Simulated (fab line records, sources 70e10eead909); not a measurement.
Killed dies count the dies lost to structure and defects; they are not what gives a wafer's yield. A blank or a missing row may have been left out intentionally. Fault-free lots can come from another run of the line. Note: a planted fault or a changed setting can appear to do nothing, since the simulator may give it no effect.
Which of the tools did it? -- flow nand-harc -- 14 lots, 42 wafers sampled, at 4 steps of a route of 1302

## WHAT THE GAUGES SHOWED, per wafer
The record lacks any reading of a measuring or inspecting step that a usual standard deviation could be used to judge.

## WHICH TOOL RAN EACH LOT (tool, then ch and the chambers of the sampled wafers, then the start)
lot,NHARC_THIN_TSV_ETCHBACK_48,NHARC_THIN_TSV_ANNEAL_52,NHARC_THIN_TSV_ETCH_36,NHARC_THIN_TSV_STRIP_56
L324,"rie-diel-13 ch 0,3, day 24 05:02","rtp-anneal-01 ch 0, day 24 06:47","rie-metal-03 ch 0,1, day 24 09:13","plasma-asher-02 ch 0,1, day 24 09:19"
L325,"rie-diel-09 ch 0,2, day 24 08:33","rtp-anneal-01 ch 0, day 24 10:17","rie-metal-02 ch 0,1, day 24 12:46","plasma-asher-02 ch 0,1, day 24 12:55"
L326,"rie-diel-13 ch 0,2,3, day 24 17:23","rtp-anneal-02 ch 0, day 24 19:03","rie-metal-01 ch 0,1, day 24 21:29","plasma-asher-01 ch 0,1, day 24 21:38"
L333,"rie-diel-08 ch 0,1, day 27 21:47","rtp-anneal-01 ch 0, day 27 23:29","rie-metal-03 ch 0,1, day 28 01:59","plasma-asher-01 ch 0, day 28 02:07"
L338,"rie-diel-13 ch 0,2,3, day 29 05:07","rtp-anneal-02 ch 0, day 29 06:45","rie-metal-02 ch 1, day 29 09:07","plasma-asher-01 ch 0,1, day 29 09:13"
L337,"rie-diel-08 ch 0,1,3, day 29 05:43","rtp-anneal-02 ch 0, day 29 07:26","rie-metal-03 ch 0,1, day 29 09:56","plasma-asher-01 ch 0,1, day 29 10:02"
L339,"rie-diel-13 ch 1,3, day 29 22:33","rtp-anneal-01 ch 0, day 30 00:20","rie-metal-02 ch 0,1, day 30 02:44","plasma-asher-02 ch 0,1, day 30 03:15"
L340,"rie-diel-09 ch 0,2,3, day 29 23:42","rtp-anneal-02 ch 0, day 30 01:23","rie-metal-01 ch 0,1, day 30 03:53","plasma-asher-02 ch 0,1, day 30 03:59"
L342,"rie-diel-13 ch 0,1,2, day 31 06:59","rtp-anneal-01 ch 0, day 31 08:46","rie-metal-01 ch 0,1, day 31 11:08","plasma-asher-01 ch 0,1, day 31 11:14"
L341,"rie-diel-13 ch 1,2,3, day 31 11:49","rtp-anneal-01 ch 0, day 31 13:28","rie-metal-02 ch 0,1, day 31 15:54","plasma-asher-02 ch 0,1, day 31 15:59"
L344,"rie-diel-13 ch 2,3, day 31 19:01","rtp-anneal-02 ch 0, day 31 20:43","rie-metal-03 ch 0,1, day 31 23:12","plasma-asher-01 ch 1, day 31 23:17"
L345,"rie-diel-13 ch 1,2,3, day 32 19:07","rtp-anneal-02 ch 0, day 32 20:49","rie-metal-01 ch 0,1, day 32 23:15","plasma-asher-01 ch 0, day 32 23:21"
L346,"rie-diel-08 ch 0,1,3, day 32 20:26","rtp-anneal-02 ch 0, day 32 22:05","rie-metal-02 ch 0,1, day 33 00:27","plasma-asher-01 ch 0,1, day 33 00:35"
L347,"rie-diel-08 ch 0,1,2, day 33 10:10","rtp-anneal-01 ch 0, day 33 11:54","rie-metal-01 ch 0,1, day 33 14:17","plasma-asher-01 ch 0,1, day 33 14:24"
- NHARC_THIN_TSV_ETCHBACK_48: etches the open film in C4F8/Ar, target depth 1028.5 nm, time 405.17 s.
- NHARC_THIN_TSV_ANNEAL_52: time 90 s.
- NHARC_THIN_TSV_ETCH_36: etches the open film in Cl2/BCl3, target depth 65 nm, time 18.571 s.
- NHARC_THIN_TSV_STRIP_56: strips in O2.

## AS READ BY THE TOOLS THEMSELVES (means over the sampled wafers that have a number; for cases with no such wafer, the mark the record gives instead)
NHARC_THIN_TSV_ETCHBACK_48. Usual: oes-product-au 0.95 a.u., standard deviation 0.032; rf-vpp-V 546 V, standard deviation 4.1.
lot,tool,oes-product-au (a.u.),rf-vpp-V (V),flag
L324,rie-diel-13,0.99,548,
L325,rie-diel-09,0.93,550,
L326,rie-diel-13,1.00,547,
L333,rie-diel-08,0.93,546,
L338,rie-diel-13,0.93,547,
L337,rie-diel-08,0.93,546,
L339,rie-diel-13,0.92,544,
L340,rie-diel-09,1.01,550,
L342,rie-diel-13,0.98,545,
L341,rie-diel-13,0.93,543,
L344,rie-diel-13,0.93,544,
L345,rie-diel-13,0.93,543,
L346,rie-diel-08,0.97,546,
L347,rie-diel-08,0.92,548,

NHARC_THIN_TSV_ANNEAL_52. Usual: anneal-temp-c 224.99 C, standard deviation 0.16; wafer_temp_C_max 226.3, standard deviation 0.5.
lot,tool,anneal-temp-c (C),wafer_temp_C_max,flag
L324,rtp-anneal-01,225.04,226.5,
L325,rtp-anneal-01,224.92,226.8,
L326,rtp-anneal-02,224.89,225.9,
L333,rtp-anneal-01,225.08,226.7,
L338,rtp-anneal-02,225.02,225.8,
L337,rtp-anneal-02,225.03,225.8,
L339,rtp-anneal-01,224.84,226.8,
L340,rtp-anneal-02,225.01,225.8,
L342,rtp-anneal-01,225.01,226.9,
L341,rtp-anneal-01,224.95,226.7,
L344,rtp-anneal-02,225.01,225.7,
L345,rtp-anneal-02,225.01,225.6,
L346,rtp-anneal-02,225.16,225.8,
L347,rtp-anneal-01,224.80,226.8,

NHARC_THIN_TSV_ETCH_36. Usual: drypump-motor-current-A 6.03 A, standard deviation 0.2; oes-product-au 1.004 a.u., standard deviation 0.0085.
lot,tool,drypump-motor-current-A (A),oes-product-au (a.u.),flag
L324,rie-metal-03,5.86,1.005,
L325,rie-metal-02,5.92,0.996,
L326,rie-metal-01,6.27,1.009,
L333,rie-metal-03,5.87,0.895,OFF
L338,rie-metal-02,5.94,1.001,
L337,rie-metal-03,5.85,0.893,OFF
L339,rie-metal-02,5.91,0.998,
L340,rie-metal-01,6.27,1.012,
L342,rie-metal-01,6.27,1.009,
L341,rie-metal-02,5.94,1.004,
L344,rie-metal-03,5.88,1.002,
L345,rie-metal-01,6.27,1.002,
L346,rie-metal-02,5.94,1.001,
L347,rie-metal-01,6.28,1.004,

NHARC_THIN_TSV_STRIP_56. Usual: drypump-motor-current-A 5.8 A, standard deviation 0.47; heater-power-w 294 W, standard deviation 17.
lot,tool,drypump-motor-current-A (A),heater-power-w (W),flag
L324,plasma-asher-02,5.3,297,
L325,plasma-asher-02,5.3,304,
L326,plasma-asher-01,6.1,282,
L333,plasma-asher-01,5.8,269,
L338,plasma-asher-01,6.3,292,
L337,plasma-asher-01,6.0,283,
L339,plasma-asher-02,5.4,303,
L340,plasma-asher-02,5.3,288,
L342,plasma-asher-01,6.0,288,
L341,plasma-asher-02,5.4,304,
L344,plasma-asher-01,6.5,306,
L345,plasma-asher-01,5.8,278,
L346,plasma-asher-01,6.0,285,
L347,plasma-asher-01,6.1,285,

## THE ANSWER, worked out from the rows above alone
Rule: a lot counts as off when the mean over its wafers that have a number is more than 3 standard deviations away from the usual mean. Also off: a lot with no number at a reading for which 4 or more lots have one. Where the step has rows for the other lots, those lots are counted as sound. Order of review: gauges by route order, followed by the tools' own readings, for which a lot's mean as printed above is used. The first step at which some lot is off is used, and at that step the reading that is off furthest; a lot without a number counts as furthest.
Off, at NHARC_THIN_TSV_ETCH_36 on oes-product-au: L333, L337.
If a tool, at that step or one of the process steps before it, ran each lot that is off and ran no sound lot following the first of them, it fits. Of those tried, none fits.

## WHAT THE SIMULATOR HAD PUT IN
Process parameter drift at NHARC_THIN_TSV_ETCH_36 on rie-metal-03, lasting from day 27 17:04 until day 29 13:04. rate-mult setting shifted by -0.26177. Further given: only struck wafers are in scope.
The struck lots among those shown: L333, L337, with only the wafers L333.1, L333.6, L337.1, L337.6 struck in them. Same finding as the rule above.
